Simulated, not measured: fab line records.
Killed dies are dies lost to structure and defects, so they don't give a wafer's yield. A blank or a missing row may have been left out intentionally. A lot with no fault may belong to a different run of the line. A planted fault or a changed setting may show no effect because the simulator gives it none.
Chamber matching ; flow nand_harc ; NHARC_P_M0_DEP_32 on pecvd-02 has 3 sister chambers
The step deposits SiCN, target thk 30 nm. 6 wafers are shown with their chamber, then 9 later ones without.

## WAFERS WITH THEIR CHAMBER
wafer;chamber;heater_power_w (W);rf_fwd_power_W (W)
L077.4;1;491;447.5
L079.1;1;541;448.1
L079.4;2;522;448.6
L087.1;0;677;446.5
L087.3;2;460;449.3
L087.5;0;654;447.6

## WAFERS WHOSE CHAMBER IS MISSING
wafer;heater_power_w (W);rf_fwd_power_W (W)
L085.1;498;447.2
L085.4;402;451.5
L085.6;493;449.6
L092.1;516;446.4
L092.2;562;449.4
L092.6;521;448.2
L097.3;457;450.4
L097.4;549;449.4
L097.6;612;451.1

## EACH ONE'S CHAMBER
wafer;from the rows above;in truth
L085.1;can't be placed: 1 or 2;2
L085.4;2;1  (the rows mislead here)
L085.6;2;2
L092.1;1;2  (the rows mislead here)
L092.2;can't be placed: 2 or 1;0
L092.6;can't be placed: 1 or 2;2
L097.3;2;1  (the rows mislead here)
L097.4;can't be placed: 2 or 1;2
L097.6;can't be placed: 2 or 1 or 0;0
Correct placement for 1 of the 9. Cannot be placed on the basis of these rows: 5; the candidates contain the true chamber in 4. Number placed wrongly: 3.
How it was worked out, from the rows above alone: a wafer's distance from a chamber is the root of the sum, over the readings, of the square of ((its reading less the chamber's mean) divided by the reading's scatter). The wafer belongs to the nearest chamber; if the next one is less than 2 further off, it can't be placed. The mean given for a chamber averages the wafers shown for that chamber. The scatter is the square root of a quotient: the sum, over the shown wafers, of each reading's squared deviation from its chamber's mean, divided by wafers minus chambers.
